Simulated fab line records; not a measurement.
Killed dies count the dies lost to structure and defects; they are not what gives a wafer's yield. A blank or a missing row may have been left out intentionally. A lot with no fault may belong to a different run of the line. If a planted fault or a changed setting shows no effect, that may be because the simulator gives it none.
What tool caused it? / flow n5_finfet / 10 lots, 30 wafers sampled, at 4 steps of a route of 1938

== WHAT EACH GAUGE READ, for each wafer ==
N5_BEOL_M5_INSPECT_13: inspects for defects (brightfield).
lot=L418; measured=day 8 05:36; on=defect_inspect-02; raw_defect_count=586 441 398
lot=L419; measured=day 8 12:26; on=defect_inspect-02; raw_defect_count=290 450 416
lot=L420; measured=day 8 22:58; on=defect_inspect-02; raw_defect_count=492 702 623
lot=L422; measured=day 9 16:24; on=defect_inspect-01; raw_defect_count=291 301 379
lot=L423; measured=day 10 06:28; on=defect_inspect-02; raw_defect_count=453 429 356
lot=L425; measured=day 11 10:04; on=defect_inspect-02; raw_defect_count=416 355 335
lot=L428; measured=day 12 02:15; on=defect_inspect-01; raw_defect_count=354 265 334
lot=L436; measured=day 13 05:53; on=defect_inspect-02; raw_defect_count=929 307 365
lot=L439; measured=day 13 17:46; on=defect_inspect-01; raw_defect_count=391 388 1010
lot=L440; measured=day 14 13:44; on=defect_inspect-01; raw_defect_count=461 421 377

== WHAT TOOL EACH LOT RAN ON (gives the tool, then ch and the chambers of the sampled wafers, and finally the start) ==
lot=L418; N5_BEOL_M4_PRE_CLEAN_60=cvd_co-02 ch 1,2, day 8 02:43; N5_BEOL_M5_ILD_DEP_00=pecvd-03 ch 0,2, day 8 03:58; N5_BEOL_M5_HM_DEP_02=pvd_sputter-01, day 8 05:06
lot=L419; N5_BEOL_M4_PRE_CLEAN_60=cvd_co-02 ch 0,2, day 8 07:51; N5_BEOL_M5_ILD_DEP_00=pecvd-04 ch 0,1, day 8 09:07; N5_BEOL_M5_HM_DEP_02=pvd_sputter-02, day 8 11:58
lot=L420; N5_BEOL_M4_PRE_CLEAN_60=cvd_co-01 ch 1,2, day 8 18:38; N5_BEOL_M5_ILD_DEP_00=pecvd-02 ch 1,2, day 8 19:53; N5_BEOL_M5_HM_DEP_02=pvd_sputter-03, day 8 22:23
lot=L422; N5_BEOL_M4_PRE_CLEAN_60=cvd_co-01 ch 1,2, day 9 13:05; N5_BEOL_M5_ILD_DEP_00=pecvd-03 ch 0,1, day 9 14:20; N5_BEOL_M5_HM_DEP_02=pvd_sputter-03, day 9 15:42
lot=L423; N5_BEOL_M4_PRE_CLEAN_60=cvd_co-01 ch 0,1,2, day 10 03:28; N5_BEOL_M5_ILD_DEP_00=pecvd-03 ch 0,1, day 10 04:42; N5_BEOL_M5_HM_DEP_02=pvd_sputter-03, day 10 05:49
lot=L425; N5_BEOL_M4_PRE_CLEAN_60=cvd_co-02 ch 0,1,2, day 11 06:40; N5_BEOL_M5_ILD_DEP_00=pecvd-02 ch 0,1,2, day 11 08:11; N5_BEOL_M5_HM_DEP_02=pvd_sputter-03, day 11 09:35
lot=L428; N5_BEOL_M4_PRE_CLEAN_60=cvd_co-01 ch 0,1,2, day 11 22:16; N5_BEOL_M5_ILD_DEP_00=pecvd-04 ch 1,2, day 11 23:32; N5_BEOL_M5_HM_DEP_02=pvd_sputter-03, day 12 01:39
lot=L436; N5_BEOL_M4_PRE_CLEAN_60=cvd_co-02 ch 0,1,2, day 13 00:07; N5_BEOL_M5_ILD_DEP_00=pecvd-03 ch 1,2, day 13 01:22; N5_BEOL_M5_HM_DEP_02=pvd_sputter-03, day 13 05:17
lot=L439; N5_BEOL_M4_PRE_CLEAN_60=cvd_co-02 ch 0,1,2, day 13 12:34; N5_BEOL_M5_ILD_DEP_00=pecvd-02 ch 0,1,2, day 13 13:48; N5_BEOL_M5_HM_DEP_02=pvd_sputter-03, day 13 17:10
lot=L440; N5_BEOL_M4_PRE_CLEAN_60=cvd_co-01 ch 0,1,2, day 14 10:18; N5_BEOL_M5_ILD_DEP_00=pecvd-02 ch 1,2, day 14 11:34; N5_BEOL_M5_HM_DEP_02=pvd_sputter-02, day 14 13:08
- N5_BEOL_M4_PRE_CLEAN_60: time 15 s.
- N5_BEOL_M5_ILD_DEP_00: deposits SiCOH lowk from DEMS/porogen, target thk 140.64 nm, time 25.9 s.
- N5_BEOL_M5_HM_DEP_02: deposits TiN, target thk 20 nm.

== THE ANSWER, worked out from the rows above alone ==
Rule: what is usual is taken from the lots themselves. Put in order of their means at a reading, lots are off if they are a third of the lots or fewer, leave a main group of 4 or more, and stand apart from it by a gap of 3 or more times the standard deviation of the main group's means; of several such gaps the widest counts. If all means in a main group match to the digits the tables above print for the reading, that group is not used. A lot without any number at a reading at which 4 lots or more have one is off too. Where the step has rows for the other lots, those lots are counted as sound.
Nothing can be told from this: no lot is off at any reading shown.

== WHAT HAD BEEN PUT IN BY THE SIMULATOR ==
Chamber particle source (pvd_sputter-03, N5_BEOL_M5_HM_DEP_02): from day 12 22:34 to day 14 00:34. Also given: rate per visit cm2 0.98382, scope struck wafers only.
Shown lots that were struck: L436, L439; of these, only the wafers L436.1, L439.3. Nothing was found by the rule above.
